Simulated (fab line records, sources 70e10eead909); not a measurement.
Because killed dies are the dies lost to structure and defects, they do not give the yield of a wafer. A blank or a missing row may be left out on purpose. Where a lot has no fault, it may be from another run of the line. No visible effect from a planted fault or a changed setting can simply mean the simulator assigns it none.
fab line records | flow nand_harc
record: lots: 15 | wafers: 45 | last_day: 34
route steps=1302 shown A_BONDPAD@1226
lots that met no fault: from a run of the same line without faults
start_h: the number of hours between the record's first day and the start of the first shown wafer of the lot | wait_h: time in hours since the lot's previous step | " same as the row above | L1.1+2: a row that stands for several wafers | - either no value or no given start | * or withheld: withheld | < > ~ a bound
route shown NAME@n: a module of which the file shows steps, and the number in the route of the first | usual: mean/standard deviation of fault-free wafers | same: alike in all rows | chamber/n: place in a boat | sites: per-site readings | _std_site: how widely they spread, as a standard deviation | _edge_site: the outer-site mean with the inner-site mean subtracted | radius_mm: how far each site lies from the wafer's centre | mask NAME#n: copy n | behind: the last tool/chamber to shape the wafer | hold: the reason the lot was held/the length of the hold in hours/how it ended | device: the n, p or np transistor that did not switch | end of line: the tests these same wafers got at the end of their route | step lacking rows: just its recipe | killed: at the first sort, the dies lost to defects and structure; wafer yield is something else | map: per-die view of a wafer (x killed, . not killed, _ where there is no die)
set.NAME: the setting that was run; set.NAME@STEP: the one run at that earlier step | model.NAME: the simulator's own value behind a step, which no gauge read
steps of the route over a sample of lots; a table a step, a row a wafer
services: a tool's chamber out of use, with start hour (start_h, from the record's first day; less than 0 if before it), hours out, and reason
== steps ==
step: NHARC_A_BONDPAD_PRE_CLEAN_26
recipe: time_s: 30 | temp_c: 280 | gas: H2/He
usual: heater_power_w: 413/36
lot.wafer | tool           | chamber | start_h | wait_h | heater_power_w
L264.3    | pvd_sputter-01 | -       | -       | -      | 440
L264.6    | "              | -       | "       | "      | 443
L264.5    | "              | -       | "       | "      | 425
L266.3    | pvd_sputter-03 | -       | -       | -      | 432
L266.2    | "              | -       | "       | "      | 456
L266.6    | "              | -       | "       | "      | 439
L268.1    | pvd_sputter-02 | -       | -       | -      | 362
L268.4    | "              | -       | "       | "      | 413
L268.6    | "              | -       | "       | "      | 354
L270.3    | pvd_sputter-02 | -       | -       | -      | 409
L270.2    | "              | -       | "       | "      | 457
L270.1    | "              | -       | "       | "      | 352
L275.2    | pvd_sputter-02 | -       | -       | -      | 355
L275.4    | "              | -       | "       | "      | 416
L275.3    | "              | -       | "       | "      | 455
L272.4    | pvd_sputter-01 | -       | -       | -      | 399
L272.2    | "              | -       | "       | "      | 375
L272.6    | "              | -       | "       | "      | 398
L274.2    | pvd_sputter-02 | -       | -       | -      | 462
L274.1    | "              | -       | "       | "      | 372
L274.4    | "              | -       | "       | "      | 426
L279.1    | pvd_sputter-01 | -       | -       | -      | 373
L279.2    | "              | -       | "       | "      | 401
L279.5    | "              | -       | "       | "      | 373
L277.1    | pvd_sputter-01 | -       | -       | -      | 380
L277.2    | "              | -       | "       | "      | 380
L277.3    | "              | -       | "       | "      | 459
L281.3    | pvd_sputter-01 | -       | -       | -      | 390
L281.1    | "              | -       | "       | "      | 385
L281.5    | "              | -       | "       | "      | 450
L282.4    | pvd_sputter-01 | -       | -       | -      | 388
L282.1    | "              | -       | "       | "      | 398
L282.6    | "              | -       | "       | "      | 390
L284.4    | pvd_sputter-01 | -       | -       | -      | 374
L284.3    | "              | -       | "       | "      | 378
L284.6    | "              | -       | "       | "      | 392
L285.1    | pvd_sputter-03 | -       | -       | -      | 418
L285.4    | "              | -       | "       | "      | 358
L285.5    | "              | -       | "       | "      | 417
L287.4    | pvd_sputter-01 | -       | -       | -      | 470
L287.3    | "              | -       | "       | "      | 409
L287.6    | "              | -       | "       | "      | 381
L286.3    | pvd_sputter-02 | -       | -       | -      | 431
L286.2    | "              | -       | "       | "      | 458
L286.6    | "              | -       | "       | "      | 455
step: NHARC_A_BONDPAD_PVD_17
recipe: target_thk_a: 50 | bias_v: 168.6 | power_w: 15000 | chamber_pressure_pa: 0.12 | time_s: 8.06 | substrate_temp_c: 50 | material: TaN
usual: bias_v: 168.8/1.7 | cathode_dc_power_W: 15000/2.7 | chamber_pressure_pa: 0.12002/0.00025 | throttle_valve_pct: 30.4/1
lot.wafer | tool           | chamber | start_h | wait_h | bias_v | cathode_dc_power_W | chamber_pressure_pa | throttle_valve_pct
L264.3    | pvd_sputter-01 | -       | 526.38  | -      | 168.2  | 15002              | 0.11979             | 29.5
L264.6    | "              | -       | "       | "      | 171.0  | 15005              | 0.11997             | 30.5
L264.5    | "              | -       | "       | "      | 168.7  | 15001              | 0.12038             | 27.5
L266.3    | pvd_sputter-03 | -       | 537.10  | -      | 164.9  | 15001              | 0.12015             | 31.4
L266.2    | "              | -       | "       | "      | 169.8  | 15001              | 0.12035             | 32.4
L266.6    | "              | -       | "       | "      | 170.2  | 15004              | 0.12027             | 31.1
L268.4    | pvd_sputter-02 | -       | 566.22  | -      | 168.8  | 15001              | 0.12003             | 30.8
L268.1    | "              | -       | "       | "      | 165.5  | 14997              | 0.11991             | 30.1
L268.6    | "              | -       | "       | "      | 168.3  | 15000              | 0.12041             | 30.9
L270.3    | pvd_sputter-02 | -       | 601.64  | -      | 167.8  | 15003              | 0.12041             | 30.1
L270.2    | "              | -       | "       | "      | 170.5  | 15000              | 0.12033             | 30.7
L270.1    | "              | -       | "       | "      | 169.7  | 15002              | 0.11995             | 30.2
L275.3    | pvd_sputter-02 | -       | 618.03  | -      | 168.2  | 15004              | 0.12006             | 30.3
L275.4    | "              | -       | "       | "      | 172.4  | 14997              | 0.11995             | 30.1
L275.2    | "              | -       | "       | "      | 167.0  | 15001              | 0.12005             | 30.7
L272.4    | pvd_sputter-01 | -       | 621.35  | -      | 167.3  | 14999              | 0.11949             | 29.6
L272.2    | "              | -       | "       | "      | 169.5  | 15002              | 0.11989             | 30.4
L272.6    | "              | -       | "       | "      | 166.0  | 14996              | 0.11985             | 29.5
L274.2    | pvd_sputter-02 | -       | 621.72  | -      | 170.3  | 15002              | 0.11989             | 30.8
L274.4    | "              | -       | "       | "      | 167.9  | 15000              | 0.11988             | 30.4
L274.1    | "              | -       | "       | "      | 169.8  | 14998              | 0.12011             | 30.2
L279.2    | pvd_sputter-01 | -       | 678.99  | -      | 169.0  | 15003              | 0.11966             | 30.3
L279.1    | "              | -       | "       | "      | 172.2  | 15001              | 0.11979             | 28.6
L279.5    | "              | -       | "       | "      | 168.8  | 15003              | 0.12001             | 28.7
L277.2    | pvd_sputter-01 | -       | 682.24  | -      | 169.1  | 15006              | 0.1198              | 30.5
L277.1    | "              | -       | "       | "      | 169.3  | 15002              | 0.11974             | 30.4
L277.3    | "              | -       | "       | "      | 167.7  | 14999              | 0.12011             | 29.3
L281.1    | pvd_sputter-01 | -       | 704.38  | -      | -      | -                  | -                   | -
L281.3    | "              | -       | "       | "      | -      | -                  | -                   | -
L281.5    | "              | -       | "       | "      | -      | -                  | -                   | -
L282.1    | pvd_sputter-01 | -       | 721.41  | -      | -      | -                  | -                   | -
L282.4    | "              | -       | "       | "      | -      | -                  | -                   | -
L282.6    | "              | -       | "       | "      | -      | -                  | -                   | -
L284.3    | pvd_sputter-01 | -       | 727.44  | -      | -      | -                  | -                   | -
L284.4    | "              | -       | "       | "      | -      | -                  | -                   | -
L284.6    | "              | -       | "       | "      | -      | -                  | -                   | -
L285.4    | pvd_sputter-03 | -       | 736.27  | -      | 170.3  | 14998              | 0.12018             | 31.1
L285.1    | "              | -       | "       | "      | 170.0  | 15002              | 0.11989             | 30.9
L285.5    | "              | -       | "       | "      | 170.4  | 15005              | 0.12038             | 31.9
L287.3    | pvd_sputter-01 | -       | 757.93  | -      | 168.5  | 14996              | 0.11986             | 28.5
L287.4    | "              | -       | "       | "      | 167.3  | 15003              | 0.11986             | 30.3
L287.6    | "              | -       | "       | "      | 169.0  | 15002              | 0.12032             | 30.1
L286.2    | pvd_sputter-02 | -       | 793.13  | -      | 168.4  | 15002              | 0.12021             | 30.8
L286.3    | "              | -       | "       | "      | 167.4  | 14996              | 0.11957             | 30.8
L286.6    | "              | -       | "       | "      | 168.1  | 15003              | 0.12033             | 30.8
step: NHARC_A_BONDPAD_ANNEAL_28
recipe: temp_c: 225 | time_s: 90
usual: anneal_temp_c: 225.02/0.15 | anneal_temp_c_max: 225.74/0.22 | wafer_temp_C_max: 225.63/0.23
lot.wafer | tool          | chamber | start_h | wait_h | anneal_temp_c | anneal_temp_c_max | wafer_temp_C_max
L264.3    | rtp_anneal-02 | 0       | 527.10  | 0.3    | 225.01        | 225.50            | 225.62
L264.5    | "             | 0       | "       | "      | 224.85        | 225.46            | 225.59
L264.6    | "             | 0       | "       | "      | 225.02        | 225.86            | 225.54
L266.2    | rtp_anneal-02 | 0       | 537.78  | 0.4    | 224.61        | 225.35            | 225.50
L266.3    | "             | 0       | "       | "      | 224.82        | 225.51            | 225.75
L266.6    | "             | 0       | "       | "      | 224.98        | 225.54            | 225.68
L268.1    | rtp_anneal-01 | 0       | 566.85  | -      | 225.26        | 226.16            | 225.58
L268.4    | "             | 0       | "       | "      | 225.21        | 226.22            | 225.41
L268.6    | "             | 0       | "       | "      | 225.08        | 226.02            | 225.98
L270.1    | rtp_anneal-01 | 0       | 602.26  | -      | 225.10        | 225.91            | 225.83
L270.2    | "             | 0       | "       | "      | 225.02        | 225.84            | 225.84
L270.3    | "             | 0       | "       | "      | 224.88        | 225.55            | 226.08
L275.2    | rtp_anneal-01 | 0       | 618.71  | 0.4    | 225.10        | 226.04            | 225.64
L275.3    | "             | 0       | "       | "      | 225.28        | 226.25            | 225.64
L275.4    | "             | 0       | "       | "      | 224.96        | 225.68            | 225.66
L272.2    | rtp_anneal-02 | 0       | 622.02  | -      | 224.98        | 225.60            | 225.72
L272.4    | "             | 0       | "       | "      | 225.17        | 225.75            | 225.45
L272.6    | "             | 0       | "       | "      | 224.90        | 225.49            | 225.42
L274.1    | rtp_anneal-02 | 0       | 622.34  | -      | 225.01        | 225.67            | 225.35
L274.2    | "             | 0       | "       | "      | 225.05        | 225.75            | 225.38
L274.4    | "             | 0       | "       | "      | 224.99        | 225.76            | 225.35
L279.1    | rtp_anneal-02 | 0       | 679.62  | -      | 224.88        | 225.62            | 225.49
L279.2    | "             | 0       | "       | "      | 225.06        | 225.65            | 225.27
L279.5    | "             | 0       | "       | "      | 224.89        | 225.50            | 225.76
L277.1    | rtp_anneal-02 | 0       | 682.87  | 0.3    | 225.01        | 225.73            | 225.70
L277.2    | "             | 0       | "       | "      | 225.05        | 225.92            | 225.27
L277.3    | "             | 0       | "       | "      | 225.07        | 225.84            | 225.40
L281.1    | rtp_anneal-02 | 0       | 704.99  | 0.3    | 224.59        | 225.52            | 225.70
L281.3    | "             | 0       | "       | "      | 224.84        | 225.34            | 225.53
L281.5    | "             | 0       | "       | "      | 224.86        | 225.53            | 225.64
L282.1    | rtp_anneal-02 | 0       | 722.01  | 0.3    | 225.15        | 225.72            | 225.34
L282.4    | "             | 0       | "       | "      | 225.28        | 226.01            | 225.43
L282.6    | "             | 0       | "       | "      | 225.36        | 226.14            | 225.45
L284.3    | rtp_anneal-02 | 0       | 728.35  | -      | 224.86        | 225.63            | 225.88
L284.4    | "             | 0       | "       | "      | 225.20        | 225.87            | 225.58
L284.6    | "             | 0       | "       | "      | 225.45        | 225.92            | 225.54
L285.1    | rtp_anneal-02 | 0       | 736.90  | 0.3    | 225.38        | 226.10            | 225.71
L285.4    | "             | 0       | "       | "      | 225.22        | 226.14            | 225.49
L285.5    | "             | 0       | "       | "      | 225.15        | 225.88            | 225.49
L287.3    | rtp_anneal-01 | 0       | 758.64  | -      | 225.23        | 226.07            | 225.73
L287.4    | "             | 0       | "       | "      | 224.87        | 225.69            | 225.74
L287.6    | "             | 0       | "       | "      | 225.28        | 226.05            | 225.89
L286.2    | rtp_anneal-02 | 0       | 793.81  | 0.3    | 225.27        | 226.19            | 225.56
L286.3    | "             | 0       | "       | "      | 225.02        | 225.55            | 225.51
L286.6    | "             | 0       | "       | "      | 224.95        | 225.49            | 225.48
step: NHARC_A_BONDPAD_CMP_19
recipe: t_overpolish_s: 30 | cu_recess_touch_s: 16 | target_thk_nm: 169.82
usual: motor_current_A: 12.1/1 | overpolish_run_s: 29.999/0.0087
same: t_overpolish_s: 30
lot.wafer | tool   | chamber | start_h | wait_h | motor_current_A | overpolish_run_s
L264.3    | cmp-04 | 2       | 527.39  | -      | 11.8            | 30.004
L264.6    | "      | 0       | "       | "      | 10.8            | 29.990
L264.5    | "      | 1       | "       | "      | 12.7            | 29.998
L266.2    | cmp-01 | 0       | 538.10  | -      | 13.2            | 29.991
L266.3    | "      | 2       | "       | "      | 10.4            | 29.997
L266.6    | "      | 0       | "       | "      | 13.5            | 30.002
L268.1    | cmp-03 | 0       | 567.20  | -      | 12.5            | 30.003
L268.4    | "      | 1       | "       | "      | 10.9            | 30.014
L268.6    | "      | 0       | "       | "      | 12.3            | 29.998
L270.2    | cmp-01 | 0       | 602.64  | -      | 14.0            | 30.002
L270.1    | "      | 1       | "       | "      | 10.6            | 29.999
L270.3    | "      | 2       | "       | "      | 11.3            | 30.004
L275.3    | cmp-04 | 2       | 619.03  | -      | 12.6            | 30.012
L275.2    | "      | 3       | "       | "      | 12.2            | 29.995
L275.4    | "      | 0       | "       | "      | 10.5            | 29.984
L272.2    | cmp-04 | 1       | 622.32  | -      | 12.3            | 29.986
L272.4    | "      | 0       | "       | "      | 11.0            | 30.003
L272.6    | "      | 2       | "       | "      | 12.2            | 29.990
L274.2    | cmp-04 | 3       | 622.68  | -      | 12.2            | 29.987
L274.1    | "      | 0       | "       | "      | 11.3            | 30.015
L274.4    | "      | 2       | "       | "      | 12.5            | 30.013
L279.1    | cmp-03 | 3       | 679.97  | -      | 11.4            | 30.002
L279.2    | "      | 1       | "       | "      | 10.3            | 29.993
L279.5    | "      | 3       | "       | "      | 10.9            | 29.984
L277.1    | cmp-04 | 2       | 683.21  | -      | 11.2            | 29.999
L277.2    | "      | 0       | "       | "      | 11.3            | 30.007
L277.3    | "      | 1       | "       | "      | 12.5            | 30.003
L281.3    | cmp-04 | 1       | 705.40  | -      | 12.9            | 30.006
L281.1    | "      | 2       | "       | "      | 11.3            | 29.994
L281.5    | "      | 1       | "       | "      | 12.6            | 29.997
L282.1    | cmp-04 | 0       | 722.35  | -      | 10.9            | 30.003
L282.4    | "      | 3       | "       | "      | 11.5            | 30.007
L282.6    | "      | 0       | "       | "      | 10.7            | 29.993
L284.4    | cmp-04 | 2       | 728.63  | -      | 12.4            | 29.998
L284.3    | "      | 3       | "       | "      | 12.4            | 30.006
L284.6    | "      | 1       | "       | "      | 12.9            | 30.008
L285.4    | cmp-04 | 2       | 737.27  | -      | 12.6            | 30.018
L285.1    | "      | 0       | "       | "      | 11.3            | 29.995
L285.5    | "      | 1       | "       | "      | 13.1            | 29.982
L287.3    | cmp-03 | 1       | 758.89  | -      | 10.3            | 29.993
L287.4    | "      | 0       | "       | "      | 12.1            | 30.005
L287.6    | "      | 1       | "       | "      | 10.7            | 30.012
L286.3    | cmp-01 | 0       | 794.13  | -      | 13.5            | 29.995
L286.2    | "      | 1       | "       | "      | 11.5            | 30.009
L286.6    | "      | 3       | "       | "      | 12.6            | 30.003
== services ==
tool           | chamber | start_h | hours | kind
pvd_sputter-02 | -       | 509.27  | 2.7   | repair
cmp-04         | -       | 512.11  | 4.0   | pm
cmp-03         | -       | 518.40  | 1.3   | repair
pvd_sputter-03 | -       | 526.00  | 10.0  | pm
pvd_sputter-02 | -       | 552.91  | 0.8   | repair
cmp-03         | -       | 554.84  | 4.0   | pm
pvd_sputter-01 | -       | 580.46  | 1.2   | repair
pvd_sputter-01 | -       | 584.16  | 10.0  | pm
cmp-04         | -       | 603.29  | 1.0   | repair
cmp-04         | -       | 610.11  | 4.0   | pm
pvd_sputter-03 | -       | 625.27  | 1.1   | repair
cmp-04         | -       | 627.32  | 2.3   | repair
pvd_sputter-02 | -       | 634.13  | 6.8   | repair
pvd_sputter-03 | -       | 656.35  | 7.7   | repair
pvd_sputter-01 | -       | 667.92  | 2.1   | repair
cmp-04         | -       | 691.00  | 10.0  | repair
pvd_sputter-03 | -       | 704.00  | 10.0  | pm
cmp-04         | -       | 708.11  | 4.0   | pm
pvd_sputter-01 | -       | 714.06  | 1.1   | repair
cmp-04         | -       | 717.02  | 2.2   | repair
pvd_sputter-02 | -       | 735.36  | 1.2   | repair
rtp_anneal-02  | -       | 744.05  | 12.0  | pm
pvd_sputter-01 | -       | 762.16  | 10.0  | pm
cmp-04         | -       | 784.21  | 2.9   | repair
== key ==
first_sign: step: NHARC_A_BONDPAD_PVD_17 | reading: tool_record | direction: missing
effect none on later readings
met_at NHARC_A_BONDPAD_PVD_17
struck_lots L281,L282,L284
later_rows_left_out L281.1,L281.3,L281.5,L282.1,L282.4,L282.6,L284.3,L284.4,L284.6
sort_left_out L281.1,L281.3,L281.5,L282.1,L282.4,L282.6,L284.3,L284.4,L284.6
not_acting_at NHARC_A_BONDPAD_PRE_CLEAN_26,NHARC_A_BONDPAD_ANNEAL_28,NHARC_A_BONDPAD_CMP_19
onset_between 682.24 704.38
fault: kind: skipped_step_whole | tool: pvd_sputter-01 | chamber: - | onset_h: 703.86 | steps: NHARC_A_BONDPAD_PVD_17 | scope: struck_lots_only
sort_left_out: the simulated sort isn't trusted on such a fault, so these wafers' sort isn't shown, and their yield isn't known
later_rows_left_out: the simulator's readings of these wafers behind a module that went badly wrong aren't trusted and aren't shown, but for the sort
